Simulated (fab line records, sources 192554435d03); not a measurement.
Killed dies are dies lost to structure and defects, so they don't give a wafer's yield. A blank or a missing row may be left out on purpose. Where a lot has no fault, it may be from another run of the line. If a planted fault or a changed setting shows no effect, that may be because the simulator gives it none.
Chamber matching + flow n5 finfet + 4 sister chambers for N5_BEOL_M13_VIA_ETCH_16 on rie diel-03
The step etches SiOC in C4F8/O2/Ar, target depth 921.7 nm. 8 wafers are shown with their chamber, then 7 later ones without.

WAFERS PAIRED WITH THEIR CHAMBERS
| wafer  | chamber | showerhead plenum p Torr (Torr) | throttle valve pct (%) |
|--------|---------|---------------------------------|------------------------|
| L075.4 | 0       | 3.50                            | 24.43                  |
| L079.2 | 0       | 3.50                            | 24.44                  |
| L077.1 | 2       | 3.29                            | 24.17                  |
| L080.3 | 1       | 3.36                            | 24.40                  |
| L080.4 | 2       | 3.29                            | 24.17                  |
| L080.5 | 3       | 3.27                            | 24.40                  |
| L086.1 | 3       | 3.26                            | 24.41                  |
| L086.3 | 1       | 3.36                            | 24.41                  |

WAFERS MISSING THEIR CHAMBER
| wafer  | showerhead plenum p Torr (Torr) | throttle valve pct (%) |
|--------|---------------------------------|------------------------|
| L086.5 | 3.49                            | 24.48                  |
| L092.1 | 3.28                            | 24.20                  |
| L092.4 | 3.26                            | 24.43                  |
| L092.6 | 3.35                            | 24.41                  |
| L093.3 | 3.35                            | 24.43                  |
| L093.4 | 3.35                            | 24.43                  |
| L093.5 | 3.28                            | 24.20                  |

THE CHAMBER EACH PASSED THROUGH
| wafer  | from the rows above | in truth |
|--------|---------------------|----------|
| L086.5 | 0                   | 0        |
| L092.1 | 2                   | 2        |
| L092.4 | 3                   | 3        |
| L092.6 | 1                   | 1        |
| L093.3 | 1                   | 1        |
| L093.4 | 1                   | 1        |
| L093.5 | 2                   | 2        |
Correct placement for 7 of the 7. From these rows, 0 cannot be placed. Placed wrongly: 0.
How it was worked out, from the rows above alone: a wafer's distance from a chamber is the root of the sum, over the readings, of the square of ((its reading less the chamber's mean) divided by the reading's scatter). The wafer belongs to the nearest chamber; if the next one is less than 2 further off, it can't be placed. For every chamber, the mean is computed from those of its wafers that are shown. The scatter is the square root of a quotient: the sum, over the shown wafers, of each reading's squared deviation from its chamber's mean, divided by wafers minus chambers.
